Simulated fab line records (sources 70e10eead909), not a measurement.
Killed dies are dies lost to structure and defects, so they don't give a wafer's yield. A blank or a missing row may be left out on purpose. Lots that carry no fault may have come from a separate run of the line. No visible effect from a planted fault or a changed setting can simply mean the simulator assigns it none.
Which of the tools did it?    flow nand_harc    11 lots, 33 wafers sampled, at 3 steps of a route of 1302

## WHAT THE GAUGES READ, wafer by wafer
NHARC_A_CHANNEL_HOLE_D2_CD_MEAS_31.
lot   measured      on         cd_nm (nm)
L363  day 13 11:24  cd_sem-03  90.8 92.1 88.6
L364  day 14 16:03  cd_sem-02  88.4 90.3 88.3
L366  day 15 00:32  cd_sem-01  90.9 91.4 91.5
L369  day 16 06:41  cd_sem-02  91.0 90.1 90.8
L371  day 17 17:35  cd_sem-02  92.0 89.9 91.9
L373  day 18 09:50  cd_sem-02  89.2 89.9 90.5
L375  day 19 10:12  cd_sem-01  90.4 88.8 90.5
L376  day 19 18:13  cd_sem-01  91.2 88.8 90.2
L383  day 22 14:52  cd_sem-02  88.1 90.0 89.6
L385  day 23 01:29  cd_sem-02  91.3 92.6 91.1
L384  day 23 06:05  cd_sem-03  91.1 91.0 90.3

## WHICH TOOL RAN EACH LOT (tool, then ch and the chambers of the sampled wafers, then the start)
lot   NHARC_A_CHANNEL_HOLE_D2_ETCH_22   NHARC_A_CHANNEL_HOLE_D2_ETCH_26
L363  har_etch-02 ch 0,1, day 13 06:55  har_etch-02 ch 0,1, day 13 09:43
L364  har_etch-01 ch 0,1, day 14 11:35  har_etch-01 ch 0,1, day 14 14:22
L366  har_etch-01 ch 0, day 14 19:45    har_etch-01 ch 0, day 14 22:39
L369  har_etch-01 ch 0,1, day 16 02:06  har_etch-01 ch 0,1, day 16 04:58
L371  har_etch-02 ch 0,1, day 17 13:02  har_etch-02 ch 0,1, day 17 15:52
L373  har_etch-02 ch 0,1, day 18 05:16  har_etch-02 ch 0,1, day 18 08:08
L375  har_etch-02 ch 1, day 19 05:40    har_etch-02 ch 1, day 19 08:30
L376  har_etch-01 ch 0,1, day 19 13:34  har_etch-01 ch 0,1, day 19 16:28
L383  har_etch-02 ch 0,1, day 22 10:18  har_etch-02 ch 0,1, day 22 13:08
L385  har_etch-01 ch 0,1, day 22 21:00  har_etch-01 ch 0,1, day 22 23:47
L384  har_etch-02 ch 0,1, day 23 01:37  har_etch-02 ch 0,1, day 23 04:25
- NHARC_A_CHANNEL_HOLE_D2_ETCH_22: etches the open film in C4F8/O2/Ar, time 666.7 s, target depth 1600 nm.
- NHARC_A_CHANNEL_HOLE_D2_ETCH_26: etches the open film in C4F8/O2/Ar, time 224.1 s, target depth 300 nm.

## THE ANSWER, worked out from the rows above alone
Rule: usual is defined by the lots themselves. The widest of any qualifying gaps counts: lots, ordered by their means at a reading, are off when they make up no more than a third of the lots, leave a main group of 4 or more, and stand apart from it by 3 or more times the standard deviation of that group's means. If all means in a main group match to the digits the tables above print for the reading, that group is not used. A lot without any number at a reading at which 4 lots or more have one is off too. Any other lot the step has rows for is counted as sound.
No lot is off on any of the readings shown, so nothing can be concluded from this.

## WHAT THE SIMULATOR HAD PUT IN
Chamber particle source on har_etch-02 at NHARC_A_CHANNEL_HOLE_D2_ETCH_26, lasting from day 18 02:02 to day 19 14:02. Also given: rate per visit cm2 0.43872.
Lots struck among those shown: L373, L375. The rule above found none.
